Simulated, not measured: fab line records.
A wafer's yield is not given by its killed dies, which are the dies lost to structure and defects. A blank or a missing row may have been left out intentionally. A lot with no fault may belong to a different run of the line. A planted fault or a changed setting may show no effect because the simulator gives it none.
Chamber matching | flow nand_harc | 4 sister chambers for NHARC_THIN_TSV_ETCHBACK_48 on rie_diel-11
The step etches the open film in C4F8/Ar, target depth 1028.5 nm, time 405.17 s. 8 wafers are shown with their chamber, then 8 later ones without.

## EACH WAFER AND ITS CHAMBER
wafer  | chamber | rf_vpp_V (V) | oes_product_au (a.u.)
L078.6 | 0       | 551.5        | 0.923
L084.6 | 0       | 551.0        | 0.934
L085.2 | 1       | 543.3        | 0.906
L085.3 | 3       | 549.1        | 0.926
L085.6 | 1       | 544.6        | 0.922
L087.3 | 3       | 546.3        | 0.928
L087.6 | 2       | 545.9        | 0.923
L090.2 | 2       | 544.6        | 0.964

## WAFERS MISSING THEIR CHAMBER
wafer  | rf_vpp_V (V) | oes_product_au (a.u.)
L090.5 | 544.4        | 0.962
L090.6 | 545.3        | 0.970
L091.2 | 542.6        | 0.916
L091.4 | 551.5        | 0.917
L091.6 | 552.6        | 0.927
L093.1 | 550.0        | 0.926
L093.4 | 546.2        | 0.917
L093.6 | 543.2        | 0.908

## WHICH CHAMBER EACH WENT THROUGH
wafer  | from the rows above          | in truth
L090.5 | can't be placed: 2 or 1      | 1
L090.6 | can't be placed: 2 or 3      | 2
L091.2 | can't be placed: 1 or 2      | 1
L091.4 | 0                            | 0
L091.6 | 0                            | 0
L093.1 | can't be placed: 0 or 3      | 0
L093.4 | can't be placed: 3 or 2 or 1 | 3
L093.6 | 1                            | 1
3 of 8 placed correctly. From these rows, 5 cannot be placed; in 5 the true chamber is one of the candidates. Placed wrongly: 0.
How it was worked out, from the rows above alone: a wafer's distance from a chamber is the root of the sum, over the readings, of the square of ((its reading less the chamber's mean) divided by the reading's scatter). If the next closest chamber is less than 2 further off than the closest, the wafer can't be placed; otherwise it belongs to the closest. The mean given for a chamber averages the wafers shown for that chamber. The scatter is the square root of a quotient: the sum, over the shown wafers, of each reading's squared deviation from its chamber's mean, divided by wafers minus chambers.
